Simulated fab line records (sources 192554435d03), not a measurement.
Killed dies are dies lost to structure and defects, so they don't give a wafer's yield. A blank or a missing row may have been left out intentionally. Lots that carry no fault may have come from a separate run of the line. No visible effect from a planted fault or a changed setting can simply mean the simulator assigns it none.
Comparing a struck lot with a sound one -- flow n5_finfet -- 36 out of 1938 route steps
Sound: the wafers L562.3, L562.4, L562.5. Wafers L568.2, L568.3, L568.4 were the ones struck. Last of all comes the cause.
At each step with rows: each side's tool, then ch and its chambers, then its first start. Under that, the readings that differ: sound wafers -- struck wafers -- difference of the means -- sigmas: that difference in standard deviations of wafers without a fault.
alike: readings whose means differ by less than 2 such deviations, and words and numbers that are the same on both sides. not compared: withheld readings, readings that some wafer has no value for, bounds like >300 that may hide the same value, and numbers for which the record gives no deviation and whose values overlap.
The two part at a step that has a row with sigmas, a row that says differs or no value, or rows on one side only. Numbers that have no deviation but don't overlap get no sigmas and don't part them. A reading missing from all wafers of one side parts the sides only when that side holds two or more wafers.

first, 9 steps without rows for these wafers: N5_PMOS_HMC_CHANNEL_EPI_EXPOSE_06 (exposes mask PMOS HMC BLK, target cd 240 nm); N5_PMOS_HMC_CHANNEL_EPI_PEB_07 (peb time 60 s); N5_PMOS_HMC_CHANNEL_EPI_DEVELOP_08 (develop time 30 s); N5_PMOS_HMC_CHANNEL_EPI_DESCUM_14 (chemistry O2, time 7.9 s); N5_PMOS_HMC_CHANNEL_EPI_ETCH_32 (etches BARC in N2/H2, stops on SiO2, target depth 85.8 nm, time 50.3 s); N5_PMOS_HMC_CHANNEL_EPI_HM_OPEN_15 (chemistry CHF3/O2, target SiO2, target depth 40.6 nm, time 20.3 s); N5_PMOS_HMC_CHANNEL_EPI_STRIP_33 (strips in N2/H2); N5_PMOS_HMC_CHANNEL_EPI_STRIP_17 (strips in SPM, time 750 s); N5_PMOS_HMC_CHANNEL_EPI_ETCH_38 (etches SiO2 in CF4, target depth 1.5 nm).
N5_PMOS_HMC_CHANNEL_EPI_FIN_RECESS_16: chemistry HBr/Cl2, target Si, target depth 54 nm, time 18 s.
  sound on rie_si-04 ch 1,2, day 2 11:32; struck on rie_si-04 ch 0,2,3, day 4 00:42
  no value came back on the struck wafers for any of 5 readings (HBr_flow_sccm (sccm), bias_w (W) and others); on the sound wafers HBr_flow_sccm (sccm) reads 149.7 150.0 150.5
reading,sound,struck,difference,sigmas
model.SiO2_of_PMOS_HMC_CHANNEL_EPI_HM_DEP_34.thk_nm (nm),29.37 30.65 30.2,34.39 35.14 34.73,+4.68,
  not compared: rf_hours_counter_h
then, 1 step without rows for these wafers: N5_PMOS_HMC_CHANNEL_EPI_PRECLEAN_36 (cleans in O3/DIW, time 45 s).
N5_PMOS_HMC_CHANNEL_EPI_PRECLEAN_18: cleans in DHF, time 30 s.
  sound on wet_bench-05 ch 2,3,4, day 2 11:39; struck on wet_bench-04 ch 0,5,6, day 4 00:49
reading,sound,struck,difference,sigmas
model.SiO2_of_PMOS_HMC_CHANNEL_EPI_HM_DEP_34.thk_nm (nm),23.77 25.02 24.58,28.76 29.51 29.08,+4.66,
then, 22 steps without rows for these wafers: N5_PMOS_HMC_CHANNEL_EPI_SRD_19 (time 30 s); N5_PMOS_HMC_CHANNEL_EPI_EPI_20 (deposits SiGe30, target thk 59 nm); N5_PMOS_HMC_CHANNEL_EPI_HM_STRIP_35 (strips SiO2 in dHF, material SiO2, target depth 39.6 nm, time 216 s); N5_PMOS_HMC_CHANNEL_EPI_SRD_39 (time 30 s); N5_PMOS_HMC_CHANNEL_EPI_CMP_21 (polishes SiGe30, target thk 54 nm); N5_PMOS_HMC_CHANNEL_EPI_PRECLEAN_40 (cleans in DHF, time 30 s); N5_PMOS_HMC_CHANNEL_EPI_PRECLEAN_37 (cleans in O3/DIW, time 45 s); N5_PMOS_HMC_CHANNEL_EPI_PRECLEAN_24 (cleans in DHF, time 30 s); N5_PMOS_HMC_CHANNEL_EPI_SRD_25 (time 30 s); N5_PMOS_HMC_CHANNEL_EPI_EPI_26 (deposits Si from SiH4/H2, target thk 3.8 nm, time 22.7 s); N5_FIN_SAQP_PRECLEAN_42 (cleans in O3/DIW, time 60 s); N5_FIN_SAQP_PRECLEAN_00 (cleans in SC1, time 60 s); N5_FIN_SAQP_PRECLEAN_44 (cleans in SC2, time 45 s); N5_FIN_SAQP_SRD_01 (time 30 s); N5_FIN_SAQP_ALD_61 (deposits SiO2, target thk 4 nm, pulse time 1 s, purge time 2 s); N5_FIN_SAQP_DENSIFY_62 (time 60 s); N5_FIN_SAQP_HM_DEP_03 (deposits SiNx from SiH4/NH3/N2, target thk 38 nm, time 33.6 s); N5_FIN_SAQP_PECVD_47 (deposits a-Si from SiH4/He, target thk 45 nm, time 36.3 s); N5_FIN_SAQP_PECVD_48 (deposits SiNx from SiH4/NH3/N2, target thk 25 nm, time 22.1 s); N5_FIN_SAQP_PECVD_06 (deposits a-Si from SiH4/He, target thk 60 nm, time 48.1 s); N5_FIN_SAQP_HM_DEP_72 (deposits SiO2 from SiH4/N2O, target thk 12 nm, time 7.2 s); N5_FIN_SAQP_COAT_49 (time 60 s, resist thk 100 nm).
N5_FIN_SAQP_OVL_MEAS_17:
  sound on overlay-01 ch 0, day 2 16:08; struck on overlay-02 ch 0, day 4 05:39
reading,sound,struck,difference,sigmas
FIN_CORE_OVL (nm),-0.4 -1.8 0.3,- - -,no value on the struck wafers,
-- record jumps: 11 days separate the struck wafers' starts on either side; left off in module FIN_SAQP, taken up again in module PASSIVATION, whose first shown step is the route's number 1936 --
N5_PASSIVATION_PROBE_49:
  the record has rows for the struck wafers here (prober-02, day 15 00:24) and none for the sound ones

== WHERE THEY PART ==
Earliest at N5_PMOS_HMC_CHANNEL_EPI_FIN_RECESS_16; latest, in this record, at N5_PASSIVATION_PROBE_49.

WHY: the cause the simulator had injected
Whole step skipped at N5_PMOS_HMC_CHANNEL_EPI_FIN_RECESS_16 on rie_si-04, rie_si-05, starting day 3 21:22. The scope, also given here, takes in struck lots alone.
